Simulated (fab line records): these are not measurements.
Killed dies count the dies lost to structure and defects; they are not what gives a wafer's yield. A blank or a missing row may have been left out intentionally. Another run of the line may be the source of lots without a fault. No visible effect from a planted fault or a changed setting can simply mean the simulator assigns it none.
Chamber matching ; flow nand-harc ; NHARC_P_M2_PRE_CLEAN_32 on pecvd-02 has 3 sister chambers
The step time 12 s. 3 wafers are shown with their chamber, then 11 later ones without.

## WAFERS WITH THEIR CHAMBER
wafer;chamber;heater-power-w (W)
L089.1;1;517
L089.4;2;555
L091.2;0;456

## WAFERS WITH NO CHAMBER GIVEN
wafer;heater-power-w (W)
L091.3;527
L091.6;457
L093.3;511
L093.4;613
L093.6;501
L094.1;471
L094.2;591
L094.4;589
L096.2;619
L096.4;524
L096.5;583

## THE CHAMBER EACH PASSED THROUGH
wafer;from the rows above;in truth
L091.3;can't be placed: 1 or 2 or 0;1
L091.6;can't be placed: 0 or 1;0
L093.3;can't be placed: 1 or 2 or 0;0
L093.4;can't be placed: 2 or 1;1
L093.6;can't be placed: 1 or 0 or 2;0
L094.1;can't be placed: 0 or 1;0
L094.2;can't be placed: 2 or 1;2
L094.4;can't be placed: 2 or 1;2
L096.2;can't be placed: 2 or 1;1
L096.4;can't be placed: 1 or 2 or 0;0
L096.5;can't be placed: 2 or 1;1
Correct placement for 0 of the 11. Not placeable from these rows: 11 (in 11, the candidates include the true chamber). Wrongly placed: 0.
How it was worked out, from the rows above alone: a wafer's distance from a chamber is the root of the sum, over the readings, of the square of ((its reading less the chamber's mean) divided by the reading's scatter). If the next closest chamber is less than 2 further off than the closest, the wafer can't be placed; otherwise it belongs to the closest. Each chamber's mean is taken over the wafers shown for it. The scatter: with one shown wafer a chamber, the root of the mean of the squares of how far each hidden wafer lies from its nearest shown one.
